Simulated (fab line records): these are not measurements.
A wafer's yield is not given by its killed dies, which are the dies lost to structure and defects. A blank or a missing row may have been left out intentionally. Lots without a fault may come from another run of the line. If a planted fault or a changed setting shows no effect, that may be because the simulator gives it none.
Chamber matching / flow nand harc / pecvd-02 running NHARC_A_STAIRCASE_DEP_322: 3 sister chambers
The step deposits SiO2, target thk 7200 nm. 16 wafers are shown with their chamber, then 8 later ones without.

WAFERS PAIRED WITH THEIR CHAMBERS
wafer=L074.4; chamber=2; heater power w (W)=601
wafer=L074.5; chamber=1; heater power w (W)=590
wafer=L074.6; chamber=0; heater power w (W)=506
wafer=L078.1; chamber=1; heater power w (W)=669
wafer=L078.4; chamber=2; heater power w (W)=615
wafer=L078.5; chamber=0; heater power w (W)=527
wafer=L082.1; chamber=2; heater power w (W)=767
wafer=L082.4; chamber=1; heater power w (W)=602
wafer=L082.6; chamber=0; heater power w (W)=507
wafer=L086.1; chamber=1; heater power w (W)=671
wafer=L086.3; chamber=2; heater power w (W)=704
wafer=L086.4; chamber=0; heater power w (W)=518
wafer=L090.1; chamber=0; heater power w (W)=608
wafer=L090.2; chamber=1; heater power w (W)=609
wafer=L090.6; chamber=0; heater power w (W)=504
wafer=L089.2; chamber=1; heater power w (W)=741

SIGNATURES (means of the wafers above)
reading=heater power w; chamber 0=528.33; chamber 1=647.00; chamber 2=671.75; scatter within a chamber=57.5
Rule: a wafer lies at a distance from a chamber equal to the root of the sum of squares, over the readings, of (its reading less the chamber's mean, divided by the reading's scatter). The wafer belongs to the nearest chamber; if the next one is less than 2 further off, it can't be placed. The scatter: take each reading less its chamber's mean, square it, sum over the shown wafers, divide by the number of wafers less the number of chambers, and take the root.

WAFERS MISSING THEIR CHAMBER
wafer=L089.4; heater power w (W)=630
wafer=L089.6; heater power w (W)=525
wafer=L093.3; heater power w (W)=701
wafer=L093.4; heater power w (W)=519
wafer=L093.5; heater power w (W)=611
wafer=L096.1; heater power w (W)=625
wafer=L096.3; heater power w (W)=742
wafer=L096.6; heater power w (W)=529

WHICH CHAMBER EACH ONE RAN IN
wafer=L089.4; from the rows above=can't be placed: 1 or 2 or 0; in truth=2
wafer=L089.6; from the rows above=0; in truth=0
wafer=L093.3; from the rows above=can't be placed: 2 or 1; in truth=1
wafer=L093.4; from the rows above=0; in truth=0
wafer=L093.5; from the rows above=can't be placed: 1 or 2 or 0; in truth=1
wafer=L096.1; from the rows above=can't be placed: 1 or 2 or 0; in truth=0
wafer=L096.3; from the rows above=can't be placed: 2 or 1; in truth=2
wafer=L096.6; from the rows above=0; in truth=0
3 of 8 placed correctly. Can't be placed from these rows: 5 (the true chamber is among the candidates in 5). 0 placed wrongly.
